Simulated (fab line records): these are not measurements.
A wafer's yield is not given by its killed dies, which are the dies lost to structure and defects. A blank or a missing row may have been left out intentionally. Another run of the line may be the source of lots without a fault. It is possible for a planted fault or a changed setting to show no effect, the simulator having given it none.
Matching of chambers / flow nand-harc / 4 sister chambers for NHARC_P_GATE_DESCUM_93 on rie-diel-04
The step chemistry O2, time 3 s. 8 wafers are shown with their chamber, then 12 later ones without.

WAFERS, EACH WITH ITS CHAMBER
wafer=L086.2; chamber=0; drypump-motor-current-A (A)=6.0; rf-vpp-V (V)=57.6
wafer=L086.6; chamber=0; drypump-motor-current-A (A)=5.9; rf-vpp-V (V)=55.3
wafer=L087.3; chamber=1; drypump-motor-current-A (A)=5.2; rf-vpp-V (V)=58.9
wafer=L087.4; chamber=2; drypump-motor-current-A (A)=6.2; rf-vpp-V (V)=57.2
wafer=L087.5; chamber=3; drypump-motor-current-A (A)=4.9; rf-vpp-V (V)=58.2
wafer=L090.1; chamber=3; drypump-motor-current-A (A)=4.9; rf-vpp-V (V)=58.7
wafer=L090.2; chamber=2; drypump-motor-current-A (A)=6.2; rf-vpp-V (V)=57.6
wafer=L090.4; chamber=1; drypump-motor-current-A (A)=5.2; rf-vpp-V (V)=58.1

WAFERS WHOSE CHAMBER IS MISSING
wafer=L092.1; drypump-motor-current-A (A)=5.9; rf-vpp-V (V)=56.8
wafer=L092.3; drypump-motor-current-A (A)=4.9; rf-vpp-V (V)=57.9
wafer=L092.6; drypump-motor-current-A (A)=5.2; rf-vpp-V (V)=57.9
wafer=L093.4; drypump-motor-current-A (A)=5.2; rf-vpp-V (V)=57.6
wafer=L093.5; drypump-motor-current-A (A)=6.0; rf-vpp-V (V)=56.3
wafer=L093.6; drypump-motor-current-A (A)=5.2; rf-vpp-V (V)=56.4
wafer=L095.1; drypump-motor-current-A (A)=5.9; rf-vpp-V (V)=57.2
wafer=L095.3; drypump-motor-current-A (A)=4.9; rf-vpp-V (V)=57.6
wafer=L095.4; drypump-motor-current-A (A)=6.2; rf-vpp-V (V)=56.8
wafer=L096.1; drypump-motor-current-A (A)=4.9; rf-vpp-V (V)=57.1
wafer=L096.3; drypump-motor-current-A (A)=5.9; rf-vpp-V (V)=59.2
wafer=L096.5; drypump-motor-current-A (A)=6.2; rf-vpp-V (V)=57.3

CHAMBER TAKEN BY EACH
wafer=L092.1; from the rows above=0; in truth=0
wafer=L092.3; from the rows above=3; in truth=3
wafer=L092.6; from the rows above=1; in truth=1
wafer=L093.4; from the rows above=1; in truth=1
wafer=L093.5; from the rows above=0; in truth=0
wafer=L093.6; from the rows above=1; in truth=1
wafer=L095.1; from the rows above=0; in truth=0
wafer=L095.3; from the rows above=3; in truth=3
wafer=L095.4; from the rows above=2; in truth=2
wafer=L096.1; from the rows above=3; in truth=3
wafer=L096.3; from the rows above=0; in truth=0
wafer=L096.5; from the rows above=2; in truth=2
12 of 12 placed correctly. From these rows, 0 cannot be placed. Wrongly placed: 0.
How it was worked out, from the rows above alone: a wafer's distance from a chamber is the root of the sum, over the readings, of the square of ((its reading less the chamber's mean) divided by the reading's scatter). The wafer belongs to the nearest chamber; if the next one is less than 2 further off, it can't be placed. Each chamber's mean is taken over the wafers shown for it. The scatter: take each reading less its chamber's mean, square it, sum over the shown wafers, divide by the number of wafers less the number of chambers, and take the root.
